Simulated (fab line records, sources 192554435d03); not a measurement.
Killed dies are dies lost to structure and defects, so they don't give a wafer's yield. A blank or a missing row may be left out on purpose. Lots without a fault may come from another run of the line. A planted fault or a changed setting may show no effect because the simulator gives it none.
One fault seen from 2 desks | flow n5_finfet | each desk has only its own numbers; what lay behind them comes last

THE TOOL OWNER'S DESK: cmp-02
The tool's own readings at N5_HKMG_FIN_CMP_23 (polishes, stops on SiNx, t overpolish 10 s, target thk 46.326 nm): means of the sampled wafers that have a number, for each lot that ran on this tool. A lot is out of limits, marked OUT, if its mean lies more than 4 standard deviations from the usual mean; the brackets give that distance.
Columns: A = edge_zone_pressure_frac at N5_HKMG_FIN_CMP_23, usual 1.000; B = motor_current_A at N5_HKMG_FIN_CMP_23, usual 11.9 A; C = overpolish_run_s at N5_HKMG_FIN_CMP_23, usual 10.000 s; D = slurry_filter_dp_kPa at N5_HKMG_FIN_CMP_23, usual 13.50 kPa; E = time_to_endpoint_s at N5_HKMG_FIN_CMP_23, usual 12.3 s
lot  | first seen here | A     | B    | C                       | D     | E
L317 | day 4 20:28     | 1.001 | 12.8 | 10.000                  | 13.41 | 12.8
L324 | day 6 16:43     | 0.999 | 12.6 | 9.995                   | 13.67 | 13.6
L326 | day 7 05:34     | 1.000 | 10.7 | 8.800 (-99 or more) OUT | 13.44 | 15.4
This desk's finding: out of limits on L326; first on L326, day 7 05:34 (overpolish_run_s at N5_HKMG_FIN_CMP_23). In limits: L317, L324.

THE METROLOGY DESK
What the gauges read, lot by lot, whatever tool the lot ran on: means of the sampled wafers that have a number. A lot is out of limits, marked OUT, if its mean lies more than 4 standard deviations from the usual mean; the brackets give that distance. Of its 10 readings 7 are shown: those that lie furthest out on some lot.
Columns: A = DIBL_P at N5_BEOL_M4_RC_MEAS_101, usual 36.3 mV/V; B = IOFF_P at N5_BEOL_M4_RC_MEAS_101, usual 0.22 nA/um; C = ION_N at N5_BEOL_M4_RC_MEAS_101, usual 675 uA/um; D = ION_P at N5_BEOL_M4_RC_MEAS_101, usual 465 uA/um; E = SS_P at N5_BEOL_M4_RC_MEAS_101, usual 73.3 mV/dec; F = VT_N at N5_BEOL_M4_RC_MEAS_101, usual 249.8 mV; G = VT_P at N5_BEOL_M4_RC_MEAS_101, usual -249 mV
lot  | first seen here | A    | B    | C   | D   | E    | F     | G
L317 | day 8 19:53     | 34.9 | 0.17 | 665 | 454 | 72.1 | 252.3 | -254
L318 | day 9 23:38     | 35.7 | 0.21 | 680 | 467 | 73.3 | 250.7 | -250
L324 | day 10 16:16    | 36.4 | 0.24 | 683 | 471 | 72.6 | 246.9 | -247
L326 | day 11 23:50    | 37.2 | 0.19 | 671 | 457 | 73.3 | 249.4 | -253
L331 | day 12 10:00    | 36.0 | 0.20 | 680 | 462 | 72.9 | 249.2 | -251
L329 | day 12 12:53    | 35.8 | 0.20 | 666 | 456 | 73.5 | 252.0 | -251
L333 | day 13 11:45    | 34.2 | 0.16 | 656 | 445 | 73.9 | 256.0 | -257
L337 | day 13 19:12    | 36.9 | 0.26 | 672 | 469 | 73.7 | 247.6 | -246
L338 | day 14 19:49    | 38.3 | 0.28 | 679 | 473 | 73.6 | 249.3 | -244
This desk's finding: nothing out of limits on any of the 9 lots.

PUT TOGETHER
The tool owner's desk could have raised an alarm at day 7 05:34, on L326.
The metrology desk saw nothing out of limits.
The metrology desk has L326 on record, within its limits.
Of the lots named, all ran N5_HKMG_FIN_CMP_23 on cmp-02.

WHAT THE SIMULATOR HAD PUT IN
Process parameter drift: cmp-02, from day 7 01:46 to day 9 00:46, at N5_HKMG_FIN_CMP_23. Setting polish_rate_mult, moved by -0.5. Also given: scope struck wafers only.
Lots struck among those shown: L326.
Hours from the fault's start to each desk's first reading out of limits: the tool owner's desk, 4.
